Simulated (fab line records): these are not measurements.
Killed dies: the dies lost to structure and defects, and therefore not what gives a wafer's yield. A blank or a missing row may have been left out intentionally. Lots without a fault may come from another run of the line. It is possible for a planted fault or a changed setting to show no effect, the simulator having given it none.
Which tool did it?    flow n5 finfet    Sampling: 12 lots, 36 wafers, 5 of 1938 route steps

== WHAT THE GAUGES SHOWED, per wafer ==
N5_BEOL_M0_SAQP_THK_MEAS_05.
lot   measured      on             thk nm (nm)
L075  day 5 21:47   film metro-02  59.2 59.6 59.3
L077  day 6 06:19   film metro-02  60.2 59.9 59.8
L079  day 6 18:51   film metro-01  59.7 60.2 59.7
L081  day 7 12:23   film metro-02  59.2 58.8 60.1
L083  day 7 21:59   film metro-02  59.3 60.4 60.0
L086  day 8 12:41   film metro-02  60.0 61.0 60.8
L087  day 8 20:57   film metro-02  59.7 60.3 60.6
L089  day 9 08:40   film metro-02  60.1 59.7 61.1
L091  day 9 14:32   film metro-01  60.4 61.1 61.1
L093  day 10 04:14  film metro-02  61.1 60.1 59.7
L095  day 10 13:59  film metro-02  58.7 59.6 59.7
L097  day 11 02:03  film metro-01  60.1 61.1 61.4

== WHAT TOOL EACH LOT RAN ON (gives the tool, then ch and the chambers of the sampled wafers, and finally the start) ==
lot   N5_MOL_CONTACT_COAG_ALD_133        N5_MOL_CONTACT_COAG_ETCH_124       N5_MOL_CONTACT_COAG_CVD_140    N5_MOL_CONTACT_COAG_CMP_52
L075  ald sin-04 ch 0,2,3, day 5 14:18   rie diel-04 ch 0,2,3, day 5 14:40  cvd w-01 ch 0,1, day 5 15:07   cmp-02 ch 0,1,2, day 5 15:29
L077  ald sin-02 ch 0,2,3, day 5 23:47   rie diel-04 ch 0,3, day 6 00:08    cvd w-02 ch 0,1, day 6 00:36   cmp-01 ch 2,3, day 6 00:58
L079  ald sin-04 ch 0,1,3, day 6 11:37   rie diel-02 ch 1,3, day 6 11:58    cvd w-02 ch 0,1, day 6 12:31   cmp-02 ch 0,1,3, day 6 12:47
L081  ald sin-02 ch 1,3, day 7 06:32     rie diel-05 ch 1,2,3, day 7 06:53  cvd w-02 ch 1, day 7 07:22     cmp-01 ch 2,3, day 7 07:41
L083  ald sin-03 ch 0,3, day 7 14:38     rie diel-04 ch 0,2, day 7 14:59    cvd w-02 ch 1, day 7 15:26     cmp-04 ch 1,2,3, day 7 15:49
L086  ald sin-04 ch 1,3, day 8 06:33     rie diel-04 ch 0,2,3, day 8 06:57  cvd w-01 ch 0,1, day 8 07:25   cmp-02 ch 0,2, day 8 07:46
L087  ald sin-04 ch 1,2, day 8 15:13     rie diel-04 ch 1,2, day 8 15:35    cvd w-02 ch 0, day 8 16:08     cmp-02 ch 1,2, day 8 16:44
L089  ald sin-02 ch 1,2,3, day 9 00:32   rie diel-04 ch 1,2,3, day 9 00:54  cvd w-02 ch 0,1, day 9 01:22   cmp-02 ch 1,3, day 9 01:43
L091  ald sin-02 ch 1,3, day 9 08:10     rie diel-04 ch 0,1,3, day 9 08:38  cvd w-01 ch 0,1, day 9 09:10   cmp-04 ch 2,3, day 9 09:24
L093  ald sin-03 ch 0,1, day 9 22:22     rie diel-05 ch 0,1,2, day 9 22:44  cvd w-01 ch 0,1, day 9 23:17   cmp-04 ch 0,1,2, day 9 23:35
L095  ald sin-02 ch 0,3, day 10 08:12    rie diel-04 ch 1,2, day 10 08:34   cvd w-01 ch 0,1, day 10 09:02  cmp-02 ch 2,3, day 10 09:24
L097  ald sin-03 ch 0,2,3, day 10 19:20  rie diel-04 ch 0,1, day 10 19:41   cvd w-01 ch 0,1, day 10 20:09  cmp-04 ch 0,1, day 10 20:31
- N5_MOL_CONTACT_COAG_ALD_133: deposits SiO2, target thk 5 nm, pulse time 1 s, co reactant pulse time 1 s.
- N5_MOL_CONTACT_COAG_ETCH_124: etches SiNx in CH3F/O2, stops on SiOC, target depth 6.5 nm.
- N5_MOL_CONTACT_COAG_CVD_140: deposits W, target thk 66.5 nm, time 215 s.
- N5_MOL_CONTACT_COAG_CMP_52: polishes, stops on SiO2, t overpolish 1.5 s, target thk 66.5 nm.

== THE ANSWER, worked out from the rows above alone ==
Rule: the lots themselves supply what counts as usual. The widest of any qualifying gaps counts: lots, ordered by their means at a reading, are off when they make up no more than a third of the lots, leave a main group of 4 or more, and stand apart from it by 3 or more times the standard deviation of that group's means. Not used: any main group whose means are identical at the precision the tables above print for the reading. A lot without any number at a reading at which 4 lots or more have one is off too. All remaining lots with rows at the step are treated as sound.
No lot is off on any of the readings shown, so nothing can be concluded from this.

== WHAT THE SIMULATOR HAD PUT IN ==
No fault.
